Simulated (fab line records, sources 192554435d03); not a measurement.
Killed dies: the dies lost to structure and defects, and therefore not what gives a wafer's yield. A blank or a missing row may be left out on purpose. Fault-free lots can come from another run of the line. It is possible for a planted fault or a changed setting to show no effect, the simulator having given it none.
Matching of chambers | flow n5_finfet | N5_MOL_CONTACT_COAG_ALD_123 on ald_sin-01 has 4 sister chambers
The step deposits SiNx, target thk 5 nm, pulse time 1 s, purge time 2 s. 8 wafers are shown with their chamber, then 10 later ones without.

== WAFERS WITH THEIR CHAMBER ==
wafer  | chamber | heater_power_w (W) | chamber_pressure_Torr (Torr)
L080.3 | 2       | 761                | 2.003
L089.2 | 0       | 844                | 2.006
L089.4 | 2       | 781                | 2.007
L089.6 | 0       | 848                | 1.999
L091.2 | 3       | 782                | 1.991
L091.4 | 1       | 986                | 1.998
L092.1 | 1       | 964                | 2.001
L092.4 | 3       | 805                | 1.993

== WAFERS WITH NO CHAMBER GIVEN ==
wafer  | heater_power_w (W) | chamber_pressure_Torr (Torr)
L092.6 | 957                | 2.004
L093.1 | 781                | 1.998
L093.5 | 766                | 1.998
L093.6 | 981                | 2.005
L094.2 | 791                | 1.999
L094.3 | 788                | 1.994
L094.4 | 985                | 2.003
L097.1 | 794                | 1.998
L097.2 | 836                | 2.000
L097.4 | 779                | 1.998

== WHICH CHAMBER EACH ONE RAN IN ==
wafer  | from the rows above     | in truth
L092.6 | 1                       | 1
L093.1 | can't be placed: 3 or 2 | 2
L093.5 | can't be placed: 2 or 3 | 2
L093.6 | 1                       | 1
L094.2 | can't be placed: 3 or 2 | 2
L094.3 | 3                       | 3
L094.4 | 1                       | 1
L097.1 | can't be placed: 3 or 2 | 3
L097.2 | 0                       | 0
L097.4 | can't be placed: 3 or 2 | 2
5 of 10 placed correctly. Cannot be placed on the basis of these rows: 5; the candidates contain the true chamber in 5. 0 placed wrongly.
How it was worked out, from the rows above alone: a wafer's distance from a chamber is the root of the sum, over the readings, of the square of ((its reading less the chamber's mean) divided by the reading's scatter). The wafer belongs to the nearest chamber; if the next one is less than 2 further off, it can't be placed. The mean given for a chamber averages the wafers shown for that chamber. The scatter: take each reading less its chamber's mean, square it, sum over the shown wafers, divide by the number of wafers less the number of chambers, and take the root.
